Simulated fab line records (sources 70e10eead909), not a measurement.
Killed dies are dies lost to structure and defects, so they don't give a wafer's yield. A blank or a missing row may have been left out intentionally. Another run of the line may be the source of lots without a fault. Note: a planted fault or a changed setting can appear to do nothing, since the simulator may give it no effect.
Matching of chambers || flow nand harc || rie diel-13 running NHARC_P_CONTACT_STRIP_28: 4 sister chambers
The step strips in O2. 14 wafers are shown with their chamber, then 7 later ones without.

## WAFERS PAIRED WITH THEIR CHAMBERS
{"wafer": "L074.3", "chamber": 2, "showerhead plenum p Torr (Torr)": 3.75, "oes product au (a.u.)": 1.005, "rf vpp V (V)": 57.3}
{"wafer": "L074.5", "chamber": 3, "showerhead plenum p Torr (Torr)": 3.33, "oes product au (a.u.)": 0.982, "rf vpp V (V)": 57.5}
{"wafer": "L074.6", "chamber": 0, "showerhead plenum p Torr (Torr)": 3.33, "oes product au (a.u.)": 1.023, "rf vpp V (V)": 57.5}
{"wafer": "L075.2", "chamber": 0, "showerhead plenum p Torr (Torr)": 3.33, "oes product au (a.u.)": 1.033, "rf vpp V (V)": 57.6}
{"wafer": "L075.4", "chamber": 1, "showerhead plenum p Torr (Torr)": 3.31, "oes product au (a.u.)": 1.007, "rf vpp V (V)": 56.8}
{"wafer": "L075.5", "chamber": 2, "showerhead plenum p Torr (Torr)": 3.75, "oes product au (a.u.)": 1.006, "rf vpp V (V)": 57.6}
{"wafer": "L076.1", "chamber": 0, "showerhead plenum p Torr (Torr)": 3.32, "oes product au (a.u.)": 1.043, "rf vpp V (V)": 57.2}
{"wafer": "L076.3", "chamber": 3, "showerhead plenum p Torr (Torr)": 3.33, "oes product au (a.u.)": 0.972, "rf vpp V (V)": 57.8}
{"wafer": "L076.4", "chamber": 2, "showerhead plenum p Torr (Torr)": 3.75, "oes product au (a.u.)": 1.010, "rf vpp V (V)": 58.9}
{"wafer": "L086.1", "chamber": 3, "showerhead plenum p Torr (Torr)": 3.33, "oes product au (a.u.)": 0.986, "rf vpp V (V)": 57.8}
{"wafer": "L086.3", "chamber": 0, "showerhead plenum p Torr (Torr)": 3.32, "oes product au (a.u.)": 1.019, "rf vpp V (V)": 57.8}
{"wafer": "L086.4", "chamber": 1, "showerhead plenum p Torr (Torr)": 3.31, "oes product au (a.u.)": 0.996, "rf vpp V (V)": 57.3}
{"wafer": "L089.1", "chamber": 3, "showerhead plenum p Torr (Torr)": 3.33, "oes product au (a.u.)": 0.989, "rf vpp V (V)": 57.8}
{"wafer": "L089.3", "chamber": 1, "showerhead plenum p Torr (Torr)": 3.31, "oes product au (a.u.)": 0.999, "rf vpp V (V)": 56.6}

SIGNATURES, as means of the wafers listed above
{"reading": "showerhead plenum p Torr", "chamber 0": 3.3250, "chamber 1": 3.3100, "chamber 2": 3.7500, "chamber 3": 3.3300, "scatter within a chamber": 0.00316}
{"reading": "oes product au", "chamber 0": 1.02950, "chamber 1": 1.00067, "chamber 2": 1.00700, "chamber 3": 0.98225, "scatter within a chamber": 0.00768}
{"reading": "rf vpp V", "chamber 0": 57.525, "chamber 1": 56.900, "chamber 2": 57.933, "chamber 3": 57.725, "scatter within a chamber": 0.443}
Rule: for each reading, subtract the chamber's mean from the wafer's reading, divide by that reading's scatter and square the result; add these up over the readings and take the root, which gives the wafer's distance from the chamber. If the next closest chamber is less than 2 further off than the closest, the wafer can't be placed; otherwise it belongs to the closest. The scatter: take each reading less its chamber's mean, square it, sum over the shown wafers, divide by the number of wafers less the number of chambers, and take the root.

## WAFERS WITHOUT THEIR CHAMBER
{"wafer": "L089.6", "showerhead plenum p Torr (Torr)": 3.32, "oes product au (a.u.)": 1.021, "rf vpp V (V)": 57.5}
{"wafer": "L093.2", "showerhead plenum p Torr (Torr)": 3.74, "oes product au (a.u.)": 0.972, "rf vpp V (V)": 57.3}
{"wafer": "L093.4", "showerhead plenum p Torr (Torr)": 3.32, "oes product au (a.u.)": 1.011, "rf vpp V (V)": 58.1}
{"wafer": "L093.5", "showerhead plenum p Torr (Torr)": 3.32, "oes product au (a.u.)": 1.020, "rf vpp V (V)": 58.4}
{"wafer": "L095.3", "showerhead plenum p Torr (Torr)": 3.31, "oes product au (a.u.)": 0.991, "rf vpp V (V)": 57.5}
{"wafer": "L095.4", "showerhead plenum p Torr (Torr)": 3.32, "oes product au (a.u.)": 1.023, "rf vpp V (V)": 57.1}
{"wafer": "L095.6", "showerhead plenum p Torr (Torr)": 3.31, "oes product au (a.u.)": 0.993, "rf vpp V (V)": 57.8}

## THE CHAMBER EACH PASSED THROUGH
{"wafer": "L089.6", "from the rows above": 0, "in truth": 0}
{"wafer": "L093.2", "from the rows above": 2, "in truth": 2}
{"wafer": "L093.4", "from the rows above": "can't be placed: 0 or 1 or 3", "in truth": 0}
{"wafer": "L093.5", "from the rows above": 0, "in truth": 0}
{"wafer": "L095.3", "from the rows above": 1, "in truth": 1}
{"wafer": "L095.4", "from the rows above": 0, "in truth": 0}
{"wafer": "L095.6", "from the rows above": 1, "in truth": 1}
Correctly placed: 6 of 7. From these rows, 1 cannot be placed; in 1 the true chamber is one of the candidates. Wrongly placed: 0.
